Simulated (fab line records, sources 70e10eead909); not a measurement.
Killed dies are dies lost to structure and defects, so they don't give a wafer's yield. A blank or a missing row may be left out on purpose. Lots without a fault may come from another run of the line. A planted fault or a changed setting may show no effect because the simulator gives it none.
Problem report in the 8D (eight disciplines) form, filled by code | flow nand_harc | the parts of the form that need people (team, actions taken, sign-off) are left out

1. THE PROBLEM
run_length_s at NHARC_A_STAIRCASE_ETCH_294 reads a mean of 761.4 s on 6 wafers of 2 lots; wafers without a fault read 1232.9 s with a standard deviation of 0.59. That is -99 or more standard deviations from the usual mean.
The step: etches the open film in C4F8/O2/Ar, target depth 4989 nm, time 1211.6 s.
First seen on wafer L325.1, day 20 19:07, on rie_diel-05. The record holds 36 wafers of 12 lots with a number at this step. Rule for "out", or "out of limits": more than 4 standard deviations from the usual mean. The other wafers with a number count as sound.

2. WHAT IT IS AND WHAT IT IS NOT
question                    | is                     | is not
which readings at this step | run_length_s           | oes_product_au, rf_vpp_V
which lots                  | L325, L329             | L316, L319, L321, L322, L324, L326, L336, L337, L338, L339
which wafers of those lots  | all that have a number | -
read on which tools         | rie_diel-05            | rie_diel-01, rie_diel-10
when                        | from day 20 19:07      | up to then (15 sound wafers); but 15 sound wafers of L326, L336, L337, L338, L339 came after

3. SUSPECTS, AND WHAT RULES EACH OUT
Counting: a tool at a process step up to the reading stays a suspect if it ran every lot that is out and no sound lot after the first of them.
- rie_diel-05 at NHARC_A_STAIRCASE_DESCUM_291 (chemistry O2, time 3 s): ruled out as a lasting fault. Sound lots L336, L339 ran on it after its first lot that is out, L325 (day 20 18:12).
- rie_diel-05 at NHARC_A_STAIRCASE_ETCH_294 (etches the open film in C4F8/O2/Ar, target depth 4989 nm, time 1211.6 s): ruled out as a lasting fault. Sound lots L336, L339 ran on it after its first lot that is out, L325 (day 20 19:07).
Left after counting: nothing in the record.

4. THE CAUSE (what the simulator had put in)
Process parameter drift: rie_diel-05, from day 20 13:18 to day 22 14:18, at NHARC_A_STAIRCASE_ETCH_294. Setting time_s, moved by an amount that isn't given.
Counting ruled it out, wrongly.

5. THE CHAIN OF EFFECTS, in route order
Each row: a reading whose mean over the struck wafers that have a number lies more than 3 standard deviations from the usual. Only readings for which the record gives a usual standard deviation are gone through. hours: the time from each lot's start at the first step in this table that gives one to its start at this step, as a median over the lots. sigmas: the change in usual standard deviations.
hours | step                       | reading      | usual    | on struck wafers | change | sigmas
0     | NHARC_A_STAIRCASE_ETCH_294 | run_length_s | 1232.9 s | 761.4            | -471.5 | -99 or more
The process steps in it:
- NHARC_A_STAIRCASE_ETCH_294: etches the open film in C4F8/O2/Ar, target depth 4989 nm, time 1211.6 s.
Readings that are blank on the struck wafers while sound wafers have them: bias_w at NHARC_A_STAIRCASE_ETCH_294.
Later measuring or inspecting steps at which every struck wafer that the step has a row for has a number for every such reading, and none has moved that far: NHARC_END_SORT_01.

6. WHAT WOULD HAVE CAUGHT IT SOONER
In this record the first reading out of limits was taken at day 20 19:07, 6 hours after the fault began at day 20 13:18.
